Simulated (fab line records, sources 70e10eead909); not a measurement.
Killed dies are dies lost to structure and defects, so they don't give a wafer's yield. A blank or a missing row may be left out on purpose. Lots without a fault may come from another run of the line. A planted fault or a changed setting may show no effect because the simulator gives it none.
Chamber matching | flow nand_harc | NHARC_P_CONTACT_ETCH_35 on rie_diel-10: 4 sister chambers
The step etches the open film in CF4, target depth 39 nm, time 65 s. 27 wafers are shown with their chamber, then 12 later ones without.

WAFERS WITH THEIR CHAMBER
wafer  | chamber | drypump_motor_current_A (A) | showerhead_plenum_p_Torr (Torr) | rf_vpp_V (V)
L074.1 | 0       | 6.5                         | 1.87                            | 152.4
L074.3 | 2       | 6.3                         | 1.88                            | 152.8
L074.5 | 2       | 6.3                         | 1.88                            | 152.3
L075.2 | 3       | 4.9                         | 1.79                            | 151.7
L075.3 | 1       | 6.4                         | 1.73                            | 151.2
L075.6 | 2       | 6.3                         | 1.88                            | 154.1
L080.3 | 2       | 6.3                         | 1.88                            | 151.8
L080.4 | 1       | 6.4                         | 1.73                            | 150.4
L080.5 | 2       | 6.3                         | 1.88                            | 152.0
L080.1 | 0       | 6.4                         | 1.87                            | 150.7
L080.2 | 3       | 4.9                         | 1.79                            | 151.8
L080.6 | 3       | 4.9                         | 1.79                            | 150.4
L083.3 | 2       | 6.3                         | 1.87                            | 152.6
L083.4 | 3       | 4.9                         | 1.79                            | 151.8
L083.6 | 1       | 6.4                         | 1.73                            | 151.2
L084.1 | 0       | 6.5                         | 1.87                            | 151.5
L084.2 | 1       | 6.4                         | 1.73                            | 150.4
L084.3 | 3       | 4.9                         | 1.78                            | 152.4
L084.4 | 2       | 6.3                         | 1.87                            | 152.3
L084.5 | 0       | 6.5                         | 1.86                            | 152.5
L084.6 | 1       | 6.4                         | 1.73                            | 151.4
L086.2 | 3       | 4.9                         | 1.78                            | 152.6
L086.4 | 1       | 6.4                         | 1.73                            | 152.0
L086.5 | 3       | 4.9                         | 1.78                            | 152.3
L089.1 | 0       | 6.5                         | 1.86                            | 153.1
L089.4 | 2       | 6.3                         | 1.87                            | 152.9
L089.5 | 0       | 6.5                         | 1.86                            | 151.2

SIGNATURES (means of the wafers above)
reading                  | chamber 0 | chamber 1 | chamber 2 | chamber 3 | scatter within a chamber
drypump_motor_current_A  | 6.483     | 6.400     | 6.300     | 4.900     | 0.019
showerhead_plenum_p_Torr | 1.8650    | 1.7300    | 1.8762    | 1.7857    | 0.0047
rf_vpp_V                 | 151.900   | 151.100   | 152.600   | 151.857   | 0.746
Rule: a wafer's distance from a chamber is the root of the sum, over the readings, of the square of ((its reading less the chamber's mean) divided by the reading's scatter). The wafer belongs to the nearest chamber; if the next one is less than 2 further off, it can't be placed. The scatter: the root of (the sum of the squares of (reading less its chamber's mean) over the shown wafers, divided by (wafers less chambers)).

WAFERS WITHOUT THEIR CHAMBER
wafer  | drypump_motor_current_A (A) | showerhead_plenum_p_Torr (Torr) | rf_vpp_V (V)
L091.1 | 6.5                         | 1.86                            | 153.9
L091.3 | 6.3                         | 1.87                            | 153.2
L091.5 | 6.3                         | 1.87                            | 152.9
L095.2 | 6.4                         | 1.72                            | 150.4
L095.4 | 4.9                         | 1.78                            | 151.7
L095.5 | 6.3                         | 1.87                            | 151.8
L095.1 | 6.4                         | 1.86                            | 152.3
L095.3 | 6.3                         | 1.87                            | 151.7
L095.6 | 6.4                         | 1.72                            | 150.9
L096.1 | 6.3                         | 1.87                            | 152.4
L096.4 | 4.9                         | 1.78                            | 151.5
L096.5 | 6.4                         | 1.72                            | 150.6

WHICH CHAMBER EACH WENT THROUGH
wafer  | from the rows above     | in truth
L091.1 | 0                       | 0
L091.3 | 2                       | 2
L091.5 | 2                       | 2
L095.2 | 1                       | 1
L095.4 | 3                       | 3
L095.5 | 2                       | 2
L095.1 | can't be placed: 0 or 2 | 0
L095.3 | 2                       | 2
L095.6 | 1                       | 1
L096.1 | 2                       | 2
L096.4 | 3                       | 3
L096.5 | 1                       | 1
Placed correctly: 11 of 12. Can't be placed from these rows: 1 (the true chamber is among the candidates in 1). Placed wrongly: 0.
